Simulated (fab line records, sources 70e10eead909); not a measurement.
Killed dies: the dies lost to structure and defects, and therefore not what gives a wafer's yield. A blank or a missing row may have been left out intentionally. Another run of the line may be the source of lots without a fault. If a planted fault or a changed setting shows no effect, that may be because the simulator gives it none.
fab line records	flow nandHarc
record: lots: 24	wafers: 72	lastDay: 33
route steps=1302 shown A_SGD_CUT@907 A_SLIT@935 A_WL_FILL@956 A_CONTACT@1005
lots that met no fault: from a run of the same line without faults
startH: hours from the record's opening day to when the first of the lot's shown wafers began	waitH: hours from the lot's prior step to this one	" as in the row above	L1.1+2: a single row standing in for several wafers	- value missing, or start not given	* or withheld: withheld	< > ~ a bound
route shown NAME@n: a module of which the file shows steps, and the number in the route of the first	usual: mean and standard deviation over wafers with no fault	same: alike in all rows	chamber/n: place in a boat	sites: readings site by site	_std_site: standard deviation across them	_edge_site: the outer-site mean with the inner-site mean subtracted	radiusMm: how far each site lies from the wafer's centre	mask NAME#n: copy n	behind: tool/chamber where the wafer was last shaped	hold: why the lot went on hold/how many hours it stayed there/how the hold came to an end	device: which transistor (n, p or np) failed to switch	end of line: the route-end tests of the same wafers	where a step has no rows: the recipe by itself	killed: count of dies lost to structure and defects at first sort (not the wafer's yield)	map: dies across one wafer; x = killed, . = not, _ = none there
set.NAME: setting as actually run; set.NAME@STEP: the setting as run at that earlier step	model.NAME: the simulator's own value behind a step, which no gauge read
one table for each step of the route and one row for each wafer, over a sample of lots
services: when a tool's chamber went out of use (startH, in hours from the record's first day, below 0 if earlier), for how many hours, and the reason
== steps ==
step: NHARC_A_SGD_CUT_ETCH_15
recipe: targetDepthA: 750	timeS: 64.3	ch3fFlowSccm: 50	o2FlowSccm: 30	arFlowSccm: 200	rfW: 500	biasW: 100	chemistry: CH3F/O2
usual: drypumpMotorCurrentA: 5.7/0.43	oesProductAu: 0.964/0.018	rfVppV: 263.8/1.2	showerheadPlenumPTorr: 2.45/0.065	throttleValvePct: 20.663/0.0092
lot.wafer	tool	chamber	startH	waitH	drypumpMotorCurrentA	oesProductAu	rfHoursCounterH	rfVppV	showerheadPlenumPTorr	throttleValvePct
L074.1	rieDiel-13	0	-	-	5.5	0.983	7	265.2	2.51	20.637
L074.3	"	2	"	"	5.4	0.953	7	264.1	2.39	20.672
L074.5	"	0	"	"	5.5	0.982	-	263.9	2.51	20.670
L075.2	rieDiel-10	0	-	-	5.6	0.972	1	264.3	2.53	20.667
L075.4	"	1	"	"	5.4	0.944	1	263.9	2.43	20.664
L075.3	"	3	"	"	6.4	0.948	1	264.1	2.57	20.674
L076.3	rieDiel-07	0	-	-	5.9	0.970	10	263.3	2.35	20.654
L076.1	"	1	"	"	5.2	0.963	10	264.5	2.45	20.658
L076.4	"	3	"	"	5.4	0.993	10	265.3	2.48	20.658
L077.2	rieDiel-07	1	-	-	5.2	0.955	0	263.5	2.45	20.664
L077.1	"	3	"	"	5.4	0.993	1	264.9	2.48	20.668
L077.6	"	1	"	"	5.2	0.957	-	264.1	2.45	20.653
L080.1	rieDiel-10	0	-	-	5.6	1.001	3	265.7	2.53	20.667
L080.4	"	3	"	"	6.4	0.972	3	266.1	2.57	20.671
L080.5	"	1	"	"	5.4	0.960	-	264.0	2.43	20.663
L078.4	rieDiel-13	1	-	-	6.4	0.935	11	262.8	2.39	20.678
L078.2	"	3	"	"	5.1	0.915	11	265.1	2.43	20.656
L078.6	"	0	"	"	5.5	0.932	-	264.5	2.51	20.647
L081.2	rieDiel-07	2	-	-	5.9	0.957	2	261.9	2.43	20.657
L081.3	"	3	"	"	5.3	0.974	2	262.7	2.48	20.663
L081.6	"	2	"	"	5.9	0.954	-	263.6	2.43	20.666
L079.3	rieDiel-13	0	-	-	5.5	0.970	11	264.6	2.51	20.658
L079.5	"	3	"	"	5.1	0.964	-	264.1	2.43	20.664
L079.6	"	0	"	"	5.5	0.972	-	265.5	2.51	20.678
L082.1	rieDiel-10	1	-	-	5.4	0.986	5	263.0	2.43	20.647
L082.4	"	2	"	"	5.7	0.978	5	263.2	2.37	20.658
L082.5	"	3	"	"	6.4	0.949	-	265.6	2.57	20.665
L083.3	rieDiel-10	0	-	-	5.6	0.975	6	263.4	2.52	20.639
L083.1	"	1	"	"	5.4	0.957	6	262.1	2.43	20.663
L083.5	"	3	"	"	6.4	0.939	-	265.1	2.57	20.663
L084.1	rieDiel-13	0	-	-	5.5	0.949	1	264.9	2.51	20.656
L084.3	"	3	"	"	5.1	0.958	1	262.6	2.43	20.673
L084.5	"	1	"	"	6.4	0.979	-	263.7	2.39	20.657
L085.2	rieDiel-10	0	-	-	5.6	0.950	7	264.5	2.52	20.676
L085.3	"	1	"	"	5.4	0.926	7	264.1	2.43	20.659
L085.6	"	0	"	"	5.6	0.949	-	263.9	2.52	20.675
L086.4	rieDiel-07	3	-	-	5.3	0.965	5	265.1	2.48	20.651
L086.3	"	0	"	"	6.0	0.993	5	261.3	2.35	20.669
L086.1	"	1	"	"	5.2	0.979	5	263.7	2.45	20.669
L087.1	rieDiel-10	3	-	-	6.4	0.961	8	264.9	2.57	20.649
L087.2	"	1	"	"	5.4	0.959	7	263.1	2.43	20.671
L087.6	"	3	"	"	6.4	0.979	-	263.2	2.57	20.668
L089.3	rieDiel-07	0	-	-	6.0	0.973	5	262.2	2.35	20.670
L089.5	"	0	"	"	6.0	0.960	-	262.3	2.35	20.661
L089.6	"	1	"	"	5.2	0.935	-	263.9	2.45	20.663
L090.2	rieDiel-13	2	-	-	5.4	0.956	5	263.6	2.39	20.667
L090.4	"	3	"	"	5.1	0.988	8	263.9	2.43	20.654
L090.1	"	0	"	"	5.5	0.967	9	265.3	2.51	20.647
L088.3	rieDiel-13	0	-	-	5.5	0.969	10	264.3	2.51	20.658
L088.1	"	1	"	"	6.4	0.991	10	263.3	2.39	20.673
L088.5	"	0	"	"	5.5	0.949	-	265.0	2.51	20.665
L091.4	rieDiel-07	2	-	-	5.9	0.991	9	264.0	2.43	20.673
L091.5	"	0	"	"	6.0	0.980	-	261.9	2.35	20.653
L091.6	"	1	"	"	5.2	0.980	-	262.6	2.45	20.652
L092.4	rieDiel-13	2	-	-	5.4	0.965	6	264.0	2.38	20.657
L092.5	"	1	"	"	6.4	0.961	-	263.8	2.39	20.669
L092.6	"	2	"	"	5.4	0.967	-	261.1	2.38	20.665
L094.4	rieDiel-13	0	-	-	5.5	0.939	12	263.6	2.51	20.669
L094.1	"	2	"	"	5.4	0.965	8	263.3	2.38	20.667
L094.5	"	0	"	"	5.5	0.956	-	265.1	2.51	20.664
L093.1	rieDiel-10	3	-	-	6.4	0.955	2	263.9	2.56	20.665
L093.4	"	0	"	"	5.6	0.980	2	264.0	2.52	20.664
L093.5	"	2	"	"	5.7	0.973	-	261.4	2.37	20.687
L096.4	rieDiel-13	0	-	-	5.5	0.938	14	264.2	2.51	20.648
L096.1	"	2	"	"	5.4	0.964	9	262.0	2.38	20.680
L096.6	"	0	"	"	5.5	0.940	-	266.2	2.51	20.663
L095.3	rieDiel-10	3	-	-	6.3	0.954	3	266.1	2.56	20.667
L095.1	"	2	"	"	5.7	0.973	2	263.6	2.37	20.662
L095.5	"	0	"	"	5.6	0.977	-	265.8	2.52	20.651
L097.4	rieDiel-10	3	-	-	6.4	0.980	4	266.6	2.56	20.659
L097.3	"	0	"	"	5.6	0.994	3	264.5	2.52	20.663
L097.1	"	1	"	"	5.4	0.942	3	263.9	2.43	20.653
step: NHARC_A_SGD_CUT_ETCH_16
recipe: targetDepthA: 3105	timeS: 155.2	c4f8FlowSccm: withheld	o2FlowSccm: 8	arFlowSccm: withheld	rfW: 600	biasW: 800	chemistry: C4F8/O2/Ar
usual: oesProductAu: 0.973/0.017	rfVppV: 722.7/2.7
lot.wafer	tool	chamber	startH	waitH	oesProductAu	rfHoursCounterH	rfVppV
L074.3	rieDiel-13	0	-	-	0.990	8	725.1
L074.1	"	3	"	"	0.959	8	723.0
L074.5	"	0	"	"	0.989	-	725.2
L075.2	rieDiel-10	2	-	-	0.973	1	720.7
L075.3	"	3	"	"	0.966	1	727.4
L075.4	"	0	"	"	0.979	1	727.4
L076.1	rieDiel-07	2	-	-	0.961	10	722.2
L076.4	"	3	"	"	1.002	10	724.6
L076.3	"	0	"	"	0.984	10	719.5
L077.2	rieDiel-07	0	-	-	0.999	1	718.6
L077.1	"	1	"	"	0.970	1	723.6
L077.6	"	0	"	"	1.000	-	719.2
L080.4	rieDiel-10	0	-	-	0.994	3	726.7
L080.1	"	1	"	"	0.974	3	720.4
L080.5	"	0	"	"	0.998	-	726.0
L078.2	rieDiel-13	0	-	-	0.959	11	726.2
L078.4	"	2	"	"	0.918	11	721.2
L078.6	"	0	"	"	0.959	-	724.9
L081.2	rieDiel-07	0	-	-	0.969	2	719.1
L081.3	"	1	"	"	0.950	1	723.1
L081.6	"	0	"	"	0.956	-	719.2
L079.3	rieDiel-13	0	-	-	0.977	11	725.2
L079.6	"	0	"	"	0.983	-	724.9
L079.5	"	1	"	"	0.971	-	721.1
L082.4	rieDiel-10	0	-	-	0.996	5	724.3
L082.1	"	1	"	"	1.002	5	723.0
L082.5	"	0	"	"	1.007	-	726.1
L083.1	rieDiel-10	3	-	-	0.954	6	727.8
L083.3	"	0	"	"	0.982	6	725.5
L083.5	"	1	"	"	0.965	-	720.8
L084.3	rieDiel-13	2	-	-	0.975	2	720.7
L084.1	"	0	"	"	0.966	1	725.9
L084.5	"	3	"	"	0.978	-	722.5
L085.2	rieDiel-10	0	-	-	0.972	7	727.4
L085.3	"	2	"	"	0.941	7	719.1
L085.6	"	3	"	"	0.940	-	727.8
L086.4	rieDiel-07	1	-	-	0.988	5	721.9
L086.1	"	3	"	"	0.983	5	723.3
L086.3	"	0	"	"	0.989	5	718.5
L087.2	rieDiel-10	3	-	-	0.980	8	727.6
L087.1	"	1	"	"	0.965	7	722.4
L087.6	"	0	"	"	1.010	-	724.9
L089.3	rieDiel-07	1	-	-	0.960	6	723.9
L089.6	"	2	"	"	0.966	-	721.9
L089.5	"	3	"	"	0.957	-	724.6
L090.2	rieDiel-13	1	-	-	0.965	9	721.1
L090.4	"	2	"	"	0.967	5	718.5
L090.1	"	0	"	"	0.966	9	725.9
L088.1	rieDiel-13	2	-	-	0.963	6	720.6
L088.3	"	0	"	"	0.960	10	725.7
L088.5	"	2	"	"	0.964	-	721.3
L091.4	rieDiel-07	3	-	-	0.990	9	724.7
L091.5	"	3	"	"	0.990	-	723.4
L091.6	"	0	"	"	0.988	-	720.6
L092.4	rieDiel-13	3	-	-	0.983	10	722.5
L092.5	"	3	"	"	0.991	-	722.7
L092.6	"	0	"	"	0.955	-	724.5
L094.4	rieDiel-13	3	-	-	0.990	11	721.3
L094.1	"	0	"	"	0.965	12	726.4
L094.5	"	3	"	"	0.980	-	722.3
L093.4	rieDiel-10	3	-	-	0.975	2	729.0
L093.1	"	0	"	"	0.970	2	727.0
L093.5	"	1	"	"	0.959	-	721.1
L096.4	rieDiel-13	1	-	-	0.982	14	721.4
L096.1	"	3	"	"	0.986	13	721.1
L096.6	"	0	"	"	0.948	-	725.5
L095.3	rieDiel-10	0	-	-	0.981	3	724.7
L095.1	"	1	"	"	0.946	3	721.1
L095.5	"	2	"	"	0.964	-	720.5
L097.1	rieDiel-10	3	-	-	0.985	4	726.4
L097.4	"	0	"	"	0.995	3	723.6
L097.3	"	2	"	"	0.972	2	718.5
step: NHARC_A_SLIT_INSPECT_11
usual: rawDefectCount: 67/31
lot.wafer	tool	chamber	startH	waitH	rawDefectCount
L074.1	defectInspect-01	-	453.90	0.0	74
L074.3	"	-	"	"	63
L074.5	"	-	"	"	48
L075.2	defectInspect-02	-	466.56	0.0	103
L075.3	"	-	"	"	105
L075.4	"	-	"	"	135
L076.1	defectInspect-02	-	466.99	0.0	131
L076.3	"	-	"	"	112
L076.4	"	-	"	"	109
L077.1	defectInspect-01	-	498.45	0.0	75
L077.2	"	-	"	"	75
L077.6	"	-	"	"	85
L080.1	defectInspect-02	-	499.96	0.0	21
L080.4	"	-	"	"	21
L080.5	"	-	"	"	20
L078.2	defectInspect-02	-	512.69	0.0	63
L078.4	"	-	"	"	79
L078.6	"	-	"	"	73
L082.1	defectInspect-02	-	519.85	0.0	90
L082.4	"	-	"	"	106
L082.5	"	-	"	"	92
L079.3	defectInspect-01	-	521.34	0.0	67
L079.5	"	-	"	"	79
L079.6	"	-	"	"	83
L081.2	defectInspect-01	-	522.81	0.0	77
L081.3	"	-	"	"	91
L081.6	"	-	"	"	76
L083.1	defectInspect-02	-	542.05	0.0	71
L083.3	"	-	"	"	66
L083.5	"	-	"	"	63
L084.1	defectInspect-01	-	555.83	0.0	7
L084.3	"	-	"	"	17
L084.5	"	-	"	"	15
L085.2	defectInspect-01	-	571.32	0.0	77
L085.3	"	-	"	"	88
L085.6	"	-	"	"	92
L086.1	defectInspect-02	-	580.05	0.0	40
L086.3	"	-	"	"	54
L086.4	"	-	"	"	47
L087.1	defectInspect-02	-	580.24	0.0	53
L087.2	"	-	"	"	59
L087.6	"	-	"	"	51
L089.3	defectInspect-02	-	595.35	0.0	96
L089.5	"	-	"	"	102
L089.6	"	-	"	"	110
L090.1	defectInspect-02	-	610.27	0.0	70
L090.2	"	-	"	"	79
L090.4	"	-	"	"	68
L088.1	defectInspect-02	-	618.86	0.0	103
L088.3	"	-	"	"	89
L088.5	"	-	"	"	94
L091.4	defectInspect-01	-	633.47	0.0	100
L091.5	"	-	"	"	124
L091.6	"	-	"	"	93
L092.4	defectInspect-02	-	634.52	0.0	29
L092.5	"	-	"	"	34
L092.6	"	-	"	"	30
L093.1	defectInspect-02	-	650.41	0.0	35
L093.4	"	-	"	"	38
L093.5	"	-	"	"	24
L094.1	defectInspect-01	-	650.57	0.0	54
L094.4	"	-	"	"	63
L094.5	"	-	"	"	74
L095.1	defectInspect-01	-	668.66	0.0	34
L095.3	"	-	"	"	42
L095.5	"	-	"	"	34
L096.1	defectInspect-01	-	668.81	0.0	71
L096.4	"	-	"	"	69
L096.6	"	-	"	"	69
L097.1	defectInspect-02	-	682.07	0.0	11
L097.3	"	-	"	"	15
L097.4	"	-	"	"	11
step: NHARC_A_WL_FILL_CVD_03
recipe: targetThkA: 400	tempC: 300	pressureTorr: 40	wf6FlowSccm: 40	h2FlowSccm: 1600	arFlowSccm: 1560	timeS: 279	material: W
usual: heaterPowerW: 467/30	throttleValvePct: 8.2/0.31
lot.wafer	tool	chamber	startH	waitH	heaterPowerW	sinceWetCleanH	throttleValvePct
L074.1	cvdW-02	0	469.29	0.1	461	6	7.7
L074.3	"	0	"	"	455	-	7.9
L074.5	"	0	"	"	465	-	8.0
L075.2	cvdW-02	1	480.64	0.1	497	18	8.2
L075.4	"	1	"	"	495	-	8.0
L075.3	"	0	"	"	472	-	8.0
L076.1	cvdW-01	1	480.81	0.1	414	102	8.2
L076.4	"	1	"	"	419	-	8.4
L076.3	"	0	"	"	487	-	8.7
L077.2	cvdW-02	0	513.30	0.1	457	50	8.0
L077.1	"	1	"	"	488	50	8.2
L077.6	"	1	"	"	507	-	8.2
L080.1	cvdW-01	1	513.37	0.1	421	134	8.5
L080.4	"	0	"	"	488	-	8.7
L080.5	"	1	"	"	426	-	8.6
L078.2	cvdW-02	1	527.28	0.1	494	64	7.9
L078.4	"	0	"	"	470	-	8.0
L078.6	"	1	"	"	489	-	8.0
L082.1	cvdW-02	0	533.86	0.1	456	71	7.6
L082.4	"	0	"	"	462	-	8.0
L082.5	"	0	"	"	460	-	7.9
L079.3	cvdW-02	1	535.57	0.2	491	-	7.9
L079.5	"	0	"	"	468	-	8.0
L079.6	"	1	"	"	502	-	7.9
L081.2	cvdW-02	0	538.68	0.1	470	76	7.7
L081.3	"	0	"	"	459	-	7.8
L081.6	"	0	"	"	465	-	7.8
L083.1	cvdW-02	1	556.01	0.1	506	93	8.2
L083.3	"	0	"	"	474	-	7.7
L083.5	"	0	"	"	461	-	7.8
L084.1	cvdW-01	0	569.89	0.1	475	10	8.6
L084.3	"	1	"	"	409	-	8.1
L084.5	"	0	"	"	480	-	8.6
L085.2	cvdW-02	1	585.24	0.1	495	122	8.2
L085.3	"	1	"	"	511	-	8.0
L085.6	"	1	"	"	486	-	8.0
L086.1	cvdW-01	0	594.39	0.2	475	34	8.6
L086.4	"	0	"	"	484	-	8.3
L086.3	"	1	"	"	413	-	8.2
L087.2	cvdW-02	1	598.48	0.1	492	136	8.0
L087.1	"	0	"	"	457	136	8.2
L087.6	"	1	"	"	505	-	7.8
L089.3	cvdW-02	0	609.49	0.2	469	-	8.0
L089.5	"	1	"	"	506	-	8.3
L089.6	"	0	"	"	471	-	7.8
L090.2	cvdW-01	1	624.50	0.1	418	65	8.3
L090.1	"	0	"	"	480	65	8.6
L090.4	"	1	"	"	405	-	8.5
L088.1	cvdW-01	1	633.00	0.1	413	73	8.3
L088.3	"	0	"	"	482	-	8.5
L088.5	"	1	"	"	428	-	8.1
L092.4	cvdW-01	1	647.61	0.2	430	-	8.2
L092.5	"	0	"	"	493	-	8.5
L092.6	"	1	"	"	421	-	8.3
L091.4	cvdW-02	1	647.81	0.2	485	-	8.0
L091.5	"	1	"	"	506	-	8.2
L091.6	"	0	"	"	464	-	7.8
L093.1	cvdW-01	0	664.45	0.1	479	104	8.6
L093.4	"	1	"	"	413	-	8.3
L093.5	"	0	"	"	496	-	8.6
L094.1	cvdW-02	1	667.42	0.1	507	23	8.1
L094.4	"	1	"	"	490	-	8.2
L094.5	"	1	"	"	491	-	7.8
L095.1	cvdW-01	1	688.12	0.1	418	128	8.3
L095.3	"	0	"	"	485	-	8.6
L095.5	"	0	"	"	494	-	8.7
L096.1	cvdW-01	0	691.84	0.1	483	132	8.8
L096.4	"	0	"	"	489	-	8.6
L096.6	"	1	"	"	427	-	8.3
L097.1	cvdW-02	0	697.65	0.1	463	54	7.8
L097.3	"	0	"	"	470	-	7.8
L097.4	"	1	"	"	482	-	8.3
step: NHARC_A_WL_FILL_ETCHBACK_26
recipe: targetDepthA: 520	timeS: 13.3	hbrFlowSccm: 150	rfW: 350	icpW: 350	biasW: 60	chemistry: HBr
usual: drypumpMotorCurrentA: 5.6/0.38	oesProductAu: 0.999/0.017	throttleValvePct: 23.267/0.01
lot.wafer	tool	chamber	startH	waitH	drypumpMotorCurrentA	oesProductAu	rfHoursCounterH	throttleValvePct
L074.3	rieSi-02	2	488.64	0.4	6.0	0.978	0.1	23.273
L074.1	"	3	"	"	5.3	1.009	0.2	23.261
L074.5	"	1	"	"	4.9	1.004	-	23.266
L076.1	rieSi-02	3	498.90	0.4	5.3	1.008	0.3	23.261
L076.3	"	1	"	"	5.0	1.015	0.3	23.291
L076.4	"	2	"	"	6.0	0.986	0.3	23.268
L075.4	rieSi-04	2	498.90	0.4	6.1	0.974	0.8	23.265
L075.3	"	3	"	"	5.7	1.013	0.9	23.264
L075.2	"	0	"	"	5.5	1.032	0.8	23.263
L077.1	rieSi-01	1	528.97	0.4	5.6	0.989	0.9	23.278
L077.2	"	3	"	"	6.1	1.005	1.0	23.258
L077.6	"	2	"	"	5.8	1.029	-	23.263
L080.1	rieSi-02	1	532.07	0.4	4.9	0.994	0.4	23.278
L080.4	"	2	"	"	6.0	0.970	0.4	23.268
L080.5	"	0	"	"	5.4	0.971	-	23.290
L078.2	rieSi-04	2	544.76	0.4	6.1	1.004	0.2	23.261
L078.4	"	3	"	"	5.7	1.005	0.1	23.285
L078.6	"	2	"	"	6.1	1.000	-	23.272
L079.3	rieSi-04	0	549.58	0.4	5.5	1.017	0.1	23.262
L079.6	"	0	"	"	5.6	1.022	-	23.246
L079.5	"	1	"	"	5.5	1.010	-	23.303
L082.4	rieSi-02	1	549.59	0.4	4.9	1.009	0.6	23.268
L082.1	"	3	"	"	5.3	1.008	0.6	23.258
L082.5	"	0	"	"	5.4	0.967	-	23.263
L081.2	rieSi-02	0	555.91	0.4	5.4	0.969	0.7	23.280
L081.3	"	1	"	"	5.0	1.017	0.7	23.264
L081.6	"	3	"	"	5.3	1.014	-	23.277
L083.3	rieSi-02	0	572.17	0.4	5.4	0.976	0.7	23.281
L083.1	"	3	"	"	5.3	1.012	0.7	23.266
L083.5	"	0	"	"	5.4	0.978	-	23.278
L084.1	rieSi-04	3	588.26	0.4	5.7	1.001	0.3	23.271
L084.3	"	0	"	"	5.5	1.014	0.3	23.264
L084.5	"	3	"	"	5.7	1.015	-	23.280
L085.2	rieSi-04	3	601.56	0.4	5.7	1.013	0.4	23.274
L085.3	"	0	"	"	5.5	1.023	0.4	23.271
L085.6	"	2	"	"	6.1	1.014	-	23.261
L086.1	rieSi-02	3	611.66	0.4	5.3	1.005	0.9	23.264
L086.4	"	0	"	"	5.3	0.986	0.9	23.265
L086.3	"	2	"	"	6.0	0.986	1.1	23.258
L087.1	rieSi-01	1	611.67	0.4	5.6	0.980	0.3	23.267
L087.2	"	2	"	"	5.8	1.007	0.3	23.263
L087.6	"	1	"	"	5.6	0.989	-	23.282
L089.3	rieSi-02	3	625.06	0.4	5.3	1.003	1.1	23.281
L089.5	"	2	"	"	6.0	0.983	-	23.264
L089.6	"	3	"	"	5.3	0.993	-	23.261
L090.4	rieSi-04	2	640.22	0.4	6.1	0.999	0.7	23.250
L090.2	"	0	"	"	5.5	1.039	0.7	23.265
L090.1	"	1	"	"	5.4	1.011	0.8	23.265
L088.1	rieSi-02	2	649.62	0.4	5.9	0.981	0.1	23.265
L088.3	"	1	"	"	5.0	1.007	0.1	23.240
L088.5	"	1	"	"	5.0	0.993	-	23.265
L091.4	rieSi-02	1	663.13	0.4	4.9	0.999	0.2	23.262
L091.5	"	0	"	"	5.4	0.983	-	23.260
L091.6	"	1	"	"	4.9	0.995	-	23.260
L092.4	rieSi-04	1	663.16	0.4	5.4	1.014	1.0	23.268
L092.6	"	2	"	"	6.1	1.012	-	23.277
L092.5	"	3	"	"	5.7	1.013	-	23.259
L093.1	rieSi-01	2	681.62	0.4	5.8	1.001	0.8	23.251
L093.4	"	0	"	"	6.1	0.987	0.6	23.254
L093.5	"	3	"	"	6.1	1.026	-	23.251
L094.1	rieSi-02	2	684.67	0.4	6.0	0.978	0.2	23.279
L094.4	"	1	"	"	5.0	0.990	0.3	23.273
L094.5	"	2	"	"	6.0	0.978	-	23.285
L096.4	rieSi-02	2	708.11	0.4	6.0	0.985	0.5	23.254
L096.1	"	3	"	"	5.3	1.008	0.4	23.264
L096.6	"	3	"	"	5.3	1.002	-	23.264
L095.3	rieSi-04	2	708.11	0.4	6.2	0.975	0.1	23.269
L095.1	"	1	"	"	5.4	1.001	0.1	23.264
L095.5	"	3	"	"	5.7	1.015	-	23.265
L097.3	rieSi-01	0	713.43	0.4	6.1	0.992	0.8	23.253
L097.4	"	2	"	"	5.8	1.009	1.1	23.268
L097.1	"	3	"	"	6.1	1.023	1.0	23.271
step: NHARC_A_CONTACT_ETCH_111
recipe: sourceW: withheld	pressureMtorr: 20	biasV: withheld	timeS: 140	targetDepthA: 7000	arFlowSccm: withheld	c4f8FlowSccm: withheld	o2FlowSccm: withheld	chemistry: C4F8/O2/Ar
lot.wafer	tool	chamber	startH	waitH	rfHoursCounterH
L074.1	harCapEtch-02	0	498.24	-	81
L074.3	"	0	"	"	-
L074.5	"	1	"	"	-
L076.1	harCapEtch-03	0	509.29	-	42
L076.4	"	1	"	"	-
L076.3	"	0	"	"	-
L075.2	harCapEtch-02	1	510.42	-	84
L075.4	"	0	"	"	-
L075.3	"	1	"	"	-
L077.2	harCapEtch-03	1	537.64	-	47
L077.1	"	0	"	"	47
L077.6	"	1	"	"	-
L080.1	harCapEtch-01	1	540.78	-	3
L080.4	"	0	"	"	-
L080.5	"	1	"	"	-
L078.2	harCapEtch-01	0	557.67	-	5
L078.4	"	1	"	"	-
L078.6	"	1	"	"	-
L079.3	harCapEtch-02	1	561.69	-	-
L079.5	"	0	"	"	-
L079.6	"	1	"	"	-
L082.1	harCapEtch-01	0	563.96	-	8
L082.4	"	0	"	"	-
L082.5	"	1	"	"	-
L081.2	harCapEtch-02	1	570.03	-	94
L081.3	"	0	"	"	-
L081.6	"	0	"	"	-
L083.1	harCapEtch-01	1	584.97	-	12
L083.3	"	0	"	"	-
L083.5	"	1	"	"	-
L084.1	harCapEtch-01	0	597.76	-	15
L084.3	"	1	"	"	-
L084.5	"	1	"	"	-
L085.2	harCapEtch-01	1	610.25	-	18
L085.3	"	0	"	"	-
L085.6	"	1	"	"	-
L086.1	harCapEtch-03	1	621.62	-	62
L086.3	"	0	"	"	-
L086.4	"	1	"	"	-
L087.1	harCapEtch-01	0	624.83	-	20
L087.2	"	1	"	"	20
L087.6	"	1	"	"	-
L089.3	harCapEtch-01	1	633.97	-	-
L089.5	"	1	"	"	-
L089.6	"	0	"	"	-
L090.1	harCapEtch-01	0	649.67	-	26
L090.2	"	1	"	"	26
L090.4	"	0	"	"	-
L088.1	harCapEtch-03	0	658.51	-	69
L088.3	"	1	"	"	-
L088.5	"	0	"	"	-
L091.4	harCapEtch-03	1	675.37	-	-
L091.5	"	1	"	"	-
L091.6	"	0	"	"	-
L092.4	harCapEtch-01	1	676.28	-	-
L092.6	"	1	"	"	-
L092.5	"	0	"	"	-
L093.1	harCapEtch-03	1	691.71	-	75
L093.4	"	1	"	"	-
L093.5	"	0	"	"	-
L094.1	harCapEtch-01	0	695.40	-	34
L094.4	"	0	"	"	-
L094.5	"	0	"	"	-
L096.1	harCapEtch-01	0	717.05	-	38
L096.4	"	0	"	"	-
L096.6	"	1	"	"	-
L095.1	harCapEtch-03	0	717.55	-	80
L095.3	"	1	"	"	-
L095.5	"	0	"	"	-
L097.1	harCapEtch-02	1	722.22	-	119
L097.4	"	1	"	"	-
L097.3	"	0	"	"	-
== services ==
tool	chamber	startH	hours	kind
rieDiel-10	-	419.50	9.0	pm
rieDiel-13	-	448.17	18.2	repair
cvdW-02	-	450.00	13.0	pm
rieSi-02	-	454.00	9.0	pm
rieDiel-07	-	471.20	9.0	pm
cvdW-02	1	482.54	6.5	repair
harCapEtch-01	-	497.88	17.0	pm
rieDiel-13	-	519.03	9.0	pm
rieSi-02	3	520.28	6.3	repair
rieDiel-10	-	534.92	1.6	repair
rieDiel-13	2	557.99	32.2	repair
rieSi-02	1	575.81	5.9	repair
rieDiel-13	-	578.30	0.2	repair
rieSi-02	-	579.01	0.8	repair
rieDiel-10	3	585.46	3.2	repair
rieDiel-10	-	596.50	9.0	pm
rieSi-02	1	621.36	7.1	repair
rieDiel-10	2	621.59	7.9	repair
cvdW-02	-	631.00	13.0	pm
rieSi-02	-	631.00	9.0	pm
rieDiel-13	3	645.19	5.3	repair
cvdW-02	1	673.44	2.2	repair
rieDiel-13	-	696.03	9.0	pm
rieDiel-10	3	716.70	12.4	repair
== key ==
fault none
